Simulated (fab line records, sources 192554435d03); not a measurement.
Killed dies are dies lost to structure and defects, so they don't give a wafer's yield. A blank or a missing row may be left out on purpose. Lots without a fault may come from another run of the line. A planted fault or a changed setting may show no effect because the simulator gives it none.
fab line records | flow n5_finfet
record lots=5 wafers=15 last_day=18
route steps=1938 shown MOL_CONTACT_COAG@596 BEOL_M4@1111
lots that met no fault: from a run of the same line without faults
start_h: hours from the record's first day to the start of the lot's first wafer shown | wait_h: hours since the lot's step before | " the same as in the row above | L1.1+2: a row that stands for several wafers | - no value, or no start given | * or withheld: withheld | < > ~ a bound
route shown NAME@n: a module of which the file shows steps, and the number in the route of the first | usual: mean/standard deviation of fault-free wafers | same: alike in all rows | chamber/n: place in a boat | sites: the reading at each site | _std_site: their standard deviation | _edge_site: outer sites' mean less inner sites' | radius_mm: how far each site lies from the wafer's centre | mask NAME#n: copy n | behind: the tool/chamber that last shaped the wafer | hold: why the lot was held/for how many hours/how that ended | device: the transistor (n, p or np) that didn't switch | end of line: the same wafers' tests at the end of the route | a step without rows: its recipe alone | killed: dies lost to structure and defects at the first sort, not the wafer's yield | map: a wafer's dies, x killed, . not, _ none there
set.NAME: the setting as run; set.NAME@STEP: as run at that earlier step | model.NAME: the simulator's own value behind a step, which no gauge read
lots at some steps of the route; a table a step, a row a wafer
services: from which hour (start_h, from the record's first day; less than 0 if before it) a tool's chamber was out of use, for how many hours, and why
## steps
# step N5_MOL_CONTACT_COAG_COAT_34
# recipe resist=CAR-EUV spin_rpm=1500 resist_thk_nm=40
# step N5_MOL_CONTACT_COAG_EBR_36
# recipe solvent=PGMEA ebr_width_mm=1.5
# step N5_MOL_CONTACT_COAG_SOFTBAKE_35
# recipe temp_c=110 time_s=60 resist=CAR-EUV
# step N5_MOL_CONTACT_COAG_EXPOSE_37
# recipe mask_id=VD na=0.33 source_shape=annular sigma_inner=0.3 sigma_outer=0.7 polarization=unpolarized defocus_nm=0 dose_mj=62
# step N5_MOL_CONTACT_COAG_PEB_38
# recipe peb_temp_c=100 peb_time_s=60 resist=CAR-EUV
# step N5_MOL_CONTACT_COAG_DEVELOP_39
# recipe develop_time_s=30 developer=TMAH resist=CAR-EUV rinse_liquid=surfactant_rinse dry=air_spin dev_temp_c=23
# step N5_MOL_CONTACT_COAG_CD_MEAS_40
# recipe target_cd_nm=25.1 landing_energy_ev=500 detector=se_inlens polarity=opening
# usual cd_nm=25.07/0.23
# columns lot.wafer tool chamber start_h wait_h cd_nm
L305.1 cd_sem-03 0 123.45 - 25.14
L305.2 " 0 " " 24.67
L305.4 " 0 " " 24.93
L311.1 cd_sem-02 0 156.01 - 25.02
L311.4 " 0 " " 25.31
L311.5 " 0 " " 25.03
L312.2 cd_sem-03 0 167.21 - 25.05
L312.3 " 0 " " 25.22
L312.4 " 0 " " 25.22
L322.1 cd_sem-03 0 228.98 - 24.56
L322.2 " 0 " " 24.59
L322.6 " 0 " " 25.10
L323.1 cd_sem-03 0 247.50 - 25.06
L323.2 " 0 " " 25.21
L323.6 " 0 " " 25.58
# step N5_MOL_CONTACT_COAG_OVL_MEAS_41
# recipe points_per_wafer=522
# usual VD_OVL=-0.2/0.71
# columns lot.wafer tool chamber start_h wait_h VD_OVL[nm]
L305.1 overlay-01 0 123.48 0.0 -1.1
L305.2 " 0 " " 0.2
L305.4 " 0 " " 0.3
L311.1 overlay-02 0 156.04 0.0 0.1
L311.4 " 0 " " 0.6
L311.5 " 0 " " -0.7
L312.2 overlay-02 0 167.25 0.0 0.3
L312.3 " 0 " " 0.0
L312.4 " 0 " " -0.2
L322.1 overlay-02 0 229.01 0.0 -0.2
L322.2 " 0 " " 0.4
L322.6 " 0 " " -0.8
L323.1 overlay-02 0 247.53 0.0 0.9
L323.2 " 0 " " -0.5
L323.6 " 0 " " -0.6
# step N5_MOL_CONTACT_COAG_INSPECT_42
# recipe mode=adi inspect_instrument=brightfield
# usual raw_defect_count=200/51
# columns lot.wafer tool chamber start_h wait_h raw_defect_count
L305.1 defect_inspect-02 - 123.54 0.1 168
L305.2 " - " " 203
L305.4 " - " " 105
L311.1 defect_inspect-01 - 156.09 0.1 237
L311.4 " - " " 280
L311.5 " - " " 224
L312.2 defect_inspect-02 - 167.30 0.0 127
L312.3 " - " " 133
L312.4 " - " " 167
L322.1 defect_inspect-02 - 229.07 0.1 110
L322.2 " - " " 99
L322.6 " - " " 121
L323.1 defect_inspect-01 - 247.58 0.1 309
L323.2 " - " " 171
L323.6 " - " " 233
# step N5_MOL_CONTACT_COAG_DESCUM_45
# recipe chemistry=O2 time_s=7 source_power_w=50 bias_power_w=20 pressure_mtorr=20 rf_frequency_hz=2.712e+07 temp_c=40 resist=CAR-EUV o2_flow_sccm=225
# usual drypump_motor_current_A=5.8/0.36 oes_product_au=0.79/0.088 rf_vpp_V=242.6/1.2 showerhead_plenum_p_Torr=2.05/0.059 throttle_valve_pct=20.50/0.27
# same time_s=7
# columns lot.wafer tool chamber start_h wait_h drypump_motor_current_A oes_product_au rf_hours_counter_h rf_vpp_V showerhead_plenum_p_Torr throttle_valve_pct
L305.1 rie_diel-02 0 123.61 0.1 5.9 0.73 195 243.0 1.99 20.62
L305.2 " 3 " " 6.1 0.72 179 241.0 1.99 20.89
L305.4 " 2 " " 6.2 0.77 164 244.0 2.18 20.88
L311.1 rie_diel-05 0 156.13 0.0 5.6 0.85 55 240.7 2.03 20.23
L311.4 " 1 " " 5.1 0.96 - 242.9 2.04 20.10
L311.5 " 3 " " 5.7 0.72 - 243.8 2.06 20.39
L312.2 rie_diel-02 0 167.40 0.1 5.9 0.71 210 241.1 1.99 20.64
L312.3 " 2 " " 6.1 0.75 178 245.6 2.18 20.90
L312.4 " 3 " " 6.1 0.72 192 240.4 1.99 20.89
L322.1 rie_diel-06 3 229.10 0.0 6.2 0.74 180 241.5 2.00 20.52
L322.2 " 0 " " 5.8 0.89 40 242.1 2.04 20.36
L322.6 " 0 " " 5.8 0.89 - 244.5 2.04 20.36
L323.1 rie_diel-06 2 247.62 0.0 5.9 0.90 36 241.7 2.06 20.08
L323.2 " 3 " " 6.2 0.74 185 240.1 2.00 20.54
L323.6 " 3 " " 6.2 0.74 - 242.4 2.00 20.55
# step N5_MOL_CONTACT_COAG_ETCH_65
# recipe chemistry=N2/H2 target=underlayer target_depth_a=130 mask_material=CAR-EUV time_s=10.4 ion_energy_ev=200 pressure_mtorr=30 source_w=840 bias_w=150 n2_flow_sccm=200 h2_flow_sccm=200 ends=cleared
# usual drypump_motor_current_A=5.8/0.36 etch_rf_on_time_s=10.39/0.16 oes_product_au=0.67/0.074 rf_vpp_V=522.4/2.1 showerhead_plenum_p_Torr=2.49/0.07 throttle_valve_pct=17.94/0.27
# columns lot.wafer tool chamber start_h wait_h drypump_motor_current_A etch_rf_on_time_s oes_product_au rf_hours_counter_h rf_vpp_V showerhead_plenum_p_Torr throttle_valve_pct
L305.1 rie_diel-02 0 123.64 0.0 5.9 10.72 0.61 195 520.5 2.41 18.05
L305.2 " 3 " " 6.1 10.28 0.62 179 520.1 2.43 18.34
L305.4 " 2 " " 6.2 10.48 0.65 164 526.9 2.64 18.24
L311.1 rie_diel-05 0 156.16 0.0 5.7 10.24 0.73 55 522.2 2.48 17.70
L311.4 " 1 " " 5.1 10.42 0.82 - 520.9 2.51 17.69
L311.5 " 3 " " 5.8 10.46 0.61 - 523.1 2.51 17.88
L312.2 rie_diel-02 0 167.44 0.0 5.9 10.79 0.59 210 519.7 2.41 18.07
L312.3 " 2 " " 6.2 10.55 0.64 178 526.4 2.64 18.26
L312.4 " 3 " " 6.1 10.31 0.62 192 521.0 2.43 18.37
L322.1 rie_diel-06 3 229.14 0.0 6.2 10.27 0.65 180 520.7 2.43 17.96
L322.2 " 0 " " 5.8 10.23 0.77 40 523.3 2.48 17.72
L322.6 " 0 " " 5.8 10.23 0.77 - 521.8 2.48 17.73
L323.1 rie_diel-06 2 247.65 0.0 5.9 10.26 0.77 36 521.6 2.48 17.35
L323.2 " 3 " " 6.2 10.38 0.63 185 522.1 2.43 17.96
L323.6 " 3 " " 6.2 10.21 0.64 - 518.0 2.43 17.94
# step N5_MOL_CONTACT_COAG_ETCH_66
# recipe chemistry=CF4 target=SiARC target_depth_a=130 mask_material=CAR-EUV time_s=21.7 ion_energy_ev=80 pressure_mtorr=40 source_w=545 bias_w=36 Ar_flow_sccm=100 cf4_flow_sccm=100 ends=cleared
# usual drypump_motor_current_A=5.8/0.36 etch_rf_on_time_s=21.7/0.36 oes_product_au=0.67/0.075 rf_vpp_V=183.6/1.1 showerhead_plenum_p_Torr=2.10/0.054 throttle_valve_pct=15.69/0.27
# columns lot.wafer tool chamber start_h wait_h drypump_motor_current_A etch_rf_on_time_s oes_product_au rf_hours_counter_h rf_vpp_V showerhead_plenum_p_Torr throttle_valve_pct
L305.1 rie_diel-02 0 123.66 0.0 5.9 22.4 0.61 195 181.8 2.04 15.73
L305.2 " 3 " " 6.1 21.4 0.62 179 182.6 2.06 16.13
L305.4 " 2 " " 6.1 21.7 0.65 164 186.6 2.22 15.99
L311.1 rie_diel-05 0 156.18 0.0 5.6 21.3 0.72 55 184.6 2.09 15.43
L311.4 " 1 " " 5.1 21.7 0.82 - 184.1 2.10 15.28
L311.5 " 3 " " 5.7 21.4 0.62 - 183.3 2.12 15.75
L312.2 rie_diel-02 0 167.46 0.0 5.9 22.8 0.60 210 182.0 2.03 15.75
L312.3 " 2 " " 6.2 22.1 0.64 178 185.6 2.21 16.02
L312.4 " 3 " " 6.1 21.7 0.61 192 181.9 2.05 16.16
L322.1 rie_diel-06 3 229.16 0.0 6.2 21.8 0.63 180 181.9 2.06 15.73
L322.2 " 0 " " 5.8 21.6 0.76 40 183.9 2.10 15.50
L322.6 " 0 " " 5.8 21.6 0.76 - 183.6 2.10 15.51
L323.1 rie_diel-06 2 247.67 0.0 5.9 21.4 0.78 36 183.9 2.10 15.19
L323.2 " 3 " " 6.2 21.6 0.64 185 183.1 2.06 15.76
L323.6 " 3 " " 6.2 21.8 0.64 - 183.3 2.06 15.75
# step N5_MOL_CONTACT_COAG_ALD_133
# recipe material=SiO2 target_thk_a=50 temp_c=100 ald_precursor_family=BDEAS ald_co_reactant=O2-plasma pulse_time_s=1 co_reactant_pulse_time_s=1 purge_time_s=2 co_reactant_purge_time_s=2 ald_cycles=35 pressure_torr=2
# usual heater_power_w=84/7.6 precursor_pulse_height_rel=1.000/0.02 susceptor_temp_C=100.00/0.13
# same ald_cycles=35
# columns lot.wafer tool chamber start_h wait_h heater_power_w precursor_pulse_height_rel susceptor_temp_C
L305.1 ald_sin-02 0 123.86 0.2 86 1.013 99.90
L305.2 " 2 " " 90 1.004 100.04
L305.4 " 3 " " 83 1.002 99.95
L311.1 ald_sin-04 3 156.35 0.1 78 0.970 100.00
L311.4 " 1 " " 78 0.984 99.89
L311.5 " 0 " " 89 1.016 99.91
L312.2 ald_sin-04 2 167.54 0.1 95 1.003 99.96
L312.3 " 1 " " 81 0.987 100.14
L312.4 " 0 " " 75 0.993 91.96
L322.1 ald_sin-04 1 229.24 0.1 79 1.005 99.87
L322.2 " 2 " " 96 1.008 100.02
L322.6 " 1 " " 80 0.993 100.14
L323.1 ald_sin-01 1 247.75 0.1 79 0.982 100.12
L323.2 " 2 " " 76 0.979 100.04
L323.6 " 3 " " 67 0.998 100.38
# step N5_MOL_CONTACT_COAG_ETCHBACK_134
# recipe chemistry=CHF3 target=SiO2 target_depth_a=100 time_s=6.7 ion_energy_ev=200 pressure_mtorr=30 source_w=610 bias_w=170 Ar_flow_sccm=200 CHF3_flow_sccm=50
# usual drypump_motor_current_A=5.8/0.37 oes_product_au=0.76/0.078 rf_vpp_V=523/5.5 showerhead_plenum_p_Torr=2.34/0.07 throttle_valve_pct=18.87/0.26
# same time_s=6.7
# columns lot.wafer tool chamber start_h wait_h drypump_motor_current_A oes_product_au rf_hours_counter_h rf_vpp_V showerhead_plenum_p_Torr throttle_valve_pct
L305.1 rie_diel-02 2 124.04 0.1 6.2 0.76 164 535 2.47 19.14
L305.2 " 1 " " 5.0 0.73 167 519 2.29 18.71
L305.4 " 3 " " 6.1 0.73 180 519 2.28 19.24
L311.1 rie_diel-05 3 156.53 0.1 5.8 0.72 211 517 2.36 18.81
L311.4 " 1 " " 5.1 0.97 - 528 2.34 18.45
L311.5 " 3 " " 5.7 0.72 - 516 2.36 18.81
L312.2 rie_diel-02 1 167.81 0.2 5.0 0.72 182 520 2.28 18.72
L312.3 " 2 " " 6.2 0.75 179 533 2.46 19.17
L312.4 " 0 " " 5.9 0.70 210 519 2.26 18.88
L322.1 rie_diel-06 3 229.42 0.1 6.2 0.75 180 524 2.29 18.87
L322.2 " 0 " " 5.8 0.90 40 527 2.32 18.60
L322.6 " 2 " " 5.9 0.91 - 521 2.33 18.33
L323.1 rie_diel-02 2 248.06 0.2 6.1 0.73 207 533 2.45 19.19
L323.2 " 3 " " 6.1 0.69 221 519 2.26 19.30
L323.6 " 0 " " 5.9 0.68 - 518 2.25 18.90
# step N5_BEOL_M4_RC_MEAS_101
# usual DIBL_N=36.4/1.3 DIBL_P=36.5/1.7 IOFF_N=0.154/0.022 IOFF_P=0.202/0.025 ION_N=671/9.8 ION_P=460/6.8 SS_N=71.6/0.54 SS_P=73.4/0.58 VT_N=250.9/2.8 VT_P=-251.4/2.7
# columns lot.wafer tool chamber start_h wait_h DIBL_N[mV/V] DIBL_P[mV/V] IOFF_N[nA/um] IOFF_P[nA/um] ION_N[uA/um] ION_P[uA/um] SS_N[mV/dec] SS_P[mV/dec] VT_N[mV] VT_P[mV]
L305.1 prober-02 0 177.79 0.0 37.4 36.4 0.146 0.175 659 448 71.6 73.0 250.6 -255.2
L305.2 " 0 " " 38.3 38.3 0.163 0.193 662 447 71.6 73.2 253.5 -253.6
L305.4 " 0 " " 37.6 37.2 0.156 0.190 678 459 70.8 73.3 251.2 -256.1
L311.1 prober-01 0 220.71 0.0 35.5 34.0 0.128 0.193 665 465 71.0 72.4 253.5 -250.1
L311.4 " 0 " " 36.4 35.6 0.153 0.212 674 466 71.6 73.0 248.7 -251.0
L311.5 " 0 " " 35.0 33.7 0.125 0.180 675 466 70.8 72.0 253.2 -252.8
L312.2 prober-02 0 228.47 0.2 35.5 35.4 0.131 0.175 662 455 70.8 72.9 251.4 -254.1
L312.3 " 0 " " 36.2 36.6 0.145 0.188 664 455 72.4 72.8 251.6 -253.5
L312.4 " 0 " " 37.1 37.8 0.162 0.208 674 457 71.9 73.6 248.3 -252.8
L322.1 prober-02 0 287.30 0.0 36.3 38.6 0.164 0.216 668 460 72.2 73.7 250.2 -250.6
L322.2 " 0 " " 36.8 39.9 0.183 0.232 689 467 72.2 74.2 248.2 -252.3
L322.6 " 0 " " 37.6 40.3 0.190 0.243 678 461 71.9 74.7 247.6 -248.9
L323.1 prober-01 0 310.67 0.0 33.7 33.9 0.121 0.185 672 463 70.7 72.6 252.3 -248.9
L323.2 " 0 " " 34.9 35.8 0.146 0.217 684 471 71.2 73.6 250.0 -247.5
L323.6 " 0 " " 34.2 34.5 0.128 0.194 663 464 70.9 72.4 251.7 -248.6
## services
# columns tool chamber start_h hours kind
rie_diel-06 0 102.20 - clean
rie_diel-06 0 102.20 - consumable_replace:focus_ring
rie_diel-06 0 102.20 26.8 scheduled_down
rie_diel-06 0 102.20 26.8 vent_cycle
rie_diel-05 1 112.02 - clean
rie_diel-05 1 112.02 - consumable_replace:focus_ring
rie_diel-05 1 112.02 15.9 scheduled_down
rie_diel-05 1 112.02 15.9 vent_cycle
rie_diel-05 3 117.14 1.4 repair
ald_sin-01 0 123.97 5.6 repair
rie_diel-06 2 129.03 - clean
rie_diel-06 2 129.03 - consumable_replace:focus_ring
rie_diel-06 2 129.03 18.5 scheduled_down
rie_diel-06 2 129.03 18.5 vent_cycle
ald_sin-01 0 139.14 13.4 repair
rie_diel-05 2 154.21 - clean
rie_diel-05 0 158.30 8.1 repair
rie_diel-02 2 180.54 3.9 repair
rie_diel-05 3 185.11 4.9 repair
rie_diel-06 2 209.85 1.5 repair
ald_sin-02 - 229.82 0.6 repair
ald_sin-04 2 236.79 53.0 repair
rie_diel-02 - 243.77 0.4 repair
rie_diel-05 0 246.43 14.1 repair
## key
first_sign step=N5_MOL_CONTACT_COAG_ALD_133 reading=susceptor_temp_C direction=down sigmas=61 usual=* struck=*
effect none on later readings
met_at N5_MOL_CONTACT_COAG_ALD_133
struck_wafers L312.4
onset_between 156.35 167.54
fault kind=process_parameter_drift tool=ald_sin-04 chamber=0 onset_h=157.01 steps=N5_MOL_CONTACT_COAG_ALD_133 channel=temp_c offset=* shape=step end_h=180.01 acts_in=* stated=*
